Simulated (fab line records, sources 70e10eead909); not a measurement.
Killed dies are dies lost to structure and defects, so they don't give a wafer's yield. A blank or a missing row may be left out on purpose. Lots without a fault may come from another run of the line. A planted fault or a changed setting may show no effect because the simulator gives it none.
A struck lot beside a sound one | flow nand_harc | 26 steps out of a route of 1302
Sound: wafers L377.2, L377.4, L377.6. Struck: wafers L384.1, L384.2, L384.4. The cause comes at the end.
At each step with rows: each side's tool, then ch and its chambers, then its first start. Under that, the readings that differ: sound wafers | struck wafers | difference of the means | sigmas: that difference in standard deviations of wafers without a fault.
alike: readings whose means differ by less than 2 such deviations, and words and numbers that are the same on both sides. not compared: withheld readings, readings that some wafer has no value for, bounds like >300 that may hide the same value, and numbers for which the record gives no deviation and whose values overlap.
The two part at a step that has a row with sigmas, a row that says differs or no value, or rows on one side only. Numbers that don't overlap but have no deviation are shown without sigmas and don't part them. A reading that every wafer of one side lacks parts them only if that side has two wafers or more.

NHARC_P_CONTACT_DEP_30: deposits SiNx, target thk 30 nm.
  sound on pecvd-03 ch 0,1, day 8 12:03; struck on pecvd-03 ch 1,2, day 11 23:59
  alike: heater_power_w
NHARC_P_CONTACT_DEP_00: deposits SiO2, target thk 500 nm.
  sound on pecvd-03 ch 0,1; struck on pecvd-03 ch 1,2
  alike: heater_power_w, throttle_valve_pct
then, 9 steps without rows for these wafers: NHARC_P_CONTACT_CMP_01 (polishes SiO2, target thk 200 nm); NHARC_P_CONTACT_SRD_03; NHARC_P_CONTACT_DEHYDRATE_04 (time 120 s); NHARC_P_CONTACT_HMDS_05 (time 30 s); NHARC_P_CONTACT_COAT_33 (time 75 s); NHARC_P_CONTACT_COAT_34 (time 65 s); NHARC_P_CONTACT_COAT_06 (resist thk 90 nm); NHARC_P_CONTACT_SOFTBAKE_07 (time 55 s); NHARC_P_CONTACT_EBR_08.
NHARC_P_CONTACT_EXPOSE_09: exposes mask P CA, target cd 90 nm.
  sound on arfi_scanner-02 ch 0, day 8 13:25; struck on arfi_scanner-03 ch 0, day 12 01:16
  reading | sound                | struck                        | difference | sigmas
  mask    | P_CA#0 P_CA#0 P_CA#0 | P_CA_R1#0 P_CA_R1#0 P_CA_R1#0 | differs    |
then, 2 steps without rows for these wafers: NHARC_P_CONTACT_PEB_10 (peb time 65 s); NHARC_P_CONTACT_DEVELOP_11 (develop time 35 s).
NHARC_P_CONTACT_CD_MEAS_12: target cd 90 nm.
  sound on cd_sem-03 ch 0, day 8 13:34; struck on cd_sem-03 ch 0, day 12 01:24
  reading    | sound          | struck         | difference | sigmas
  cd_nm (nm) | 90.5 89.5 89.6 | 80.9 80.7 81.3 | -8.9       | -13
NHARC_P_CONTACT_OVL_MEAS_13:
  sound on overlay-01, day 8 13:39; struck on overlay-01, day 12 01:29
  alike: overlay_x_nm, overlay_y_nm
NHARC_P_CONTACT_INSPECT_14:
  sound on defect_inspect-01, day 8 13:41; struck on defect_inspect-01, day 12 01:31
  alike: raw_defect_count
NHARC_P_CONTACT_DESCUM_17: chemistry O2, time 3 s.
  sound on rie_diel-03 ch 1,2,3, day 8 13:46; struck on rie_diel-03 ch 0,1,3, day 12 01:35
  reading                    | sound             | struck            | difference | sigmas
  model.P_CONTACT.cd_nm (nm) | 90.32 89.46 89.44 | 81.28 81.29 80.65 | -8.67      |
  alike: drypump_motor_current_A, oes_product_au, rf_vpp_V, showerhead_plenum_p_Torr, throttle_valve_pct
  not compared: rf_hours_counter_h
NHARC_P_CONTACT_ETCH_35: etches the open film in CF4, target depth 39 nm, time 65 s.
  sound on rie_diel-03 ch 0,1,3, day 8 13:50; struck on rie_diel-03 ch 0,1,2, day 12 01:40
  alike: drypump_motor_current_A, oes_product_au, rf_vpp_V, showerhead_plenum_p_Torr, throttle_valve_pct
  not compared: rf_hours_counter_h
NHARC_P_CONTACT_ETCH_36: etches the open film in N2/H2, target depth 260 nm, time 406.25 s.
  sound on rie_diel-03 ch 0,1,3; struck on rie_diel-03 ch 0,1,2
  alike: drypump_motor_current_A, oes_product_au, rf_vpp_V, showerhead_plenum_p_Torr, throttle_valve_pct
  not compared: rf_hours_counter_h
then, 2 steps without rows for these wafers: NHARC_P_CONTACT_ETCH_18 (etches the open film in C4F8/O2/Ar, target depth 481 nm, time 240.5 s); NHARC_P_CONTACT_STRIP_37 (strips in C4F8/O2/Ar).
NHARC_P_CONTACT_ETCH_31: etches the open film in CH3F/O2, target depth 30 nm, time 85.7 s.
  sound on rie_diel-03 ch 0,1; struck on rie_diel-03 ch 1,2,3
  reading                    | sound          | struck           | difference | sigmas
  model.P_CONTACT.cd_nm (nm) | 91 90.43 89.07 | 79.47 78.19 81.3 | -10.51     |
  alike: drypump_motor_current_A, oes_product_au, rf_vpp_V, showerhead_plenum_p_Torr, throttle_valve_pct
  not compared: rf_hours_counter_h
NHARC_P_CONTACT_CD_MEAS_19:
  sound on cd_sem-03, day 8 14:37; struck on cd_sem-03, day 12 02:28
  reading    | sound          | struck         | difference | sigmas
  cd_nm (nm) | 90.9 90.6 89.1 | 79.3 78.1 81.5 | -10.6      | -6
NHARC_P_CONTACT_STRIP_28: strips in O2.
  sound on rie_diel-03 ch 1,2,3, day 8 14:42; struck on rie_diel-02 ch 0,1,2, day 12 02:32
  alike: drypump_motor_current_A, oes_product_au, rf_vpp_V, showerhead_plenum_p_Torr, throttle_valve_pct
  not compared: rf_hours_counter_h
-- the record jumps here: 18 days lie between the struck wafers' starts before and after (it left off in module P_CONTACT and takes up again in module END, whose first step shown is number 1302 of the route) --
NHARC_END_SORT_01:
  the record has rows for the struck wafers here (prober-02 ch 0, day 30 07:17) and none for the sound ones

WHERE THEY PART
First at NHARC_P_CONTACT_EXPOSE_09; last, within this record, at NHARC_END_SORT_01.

WHY: what the simulator had put in
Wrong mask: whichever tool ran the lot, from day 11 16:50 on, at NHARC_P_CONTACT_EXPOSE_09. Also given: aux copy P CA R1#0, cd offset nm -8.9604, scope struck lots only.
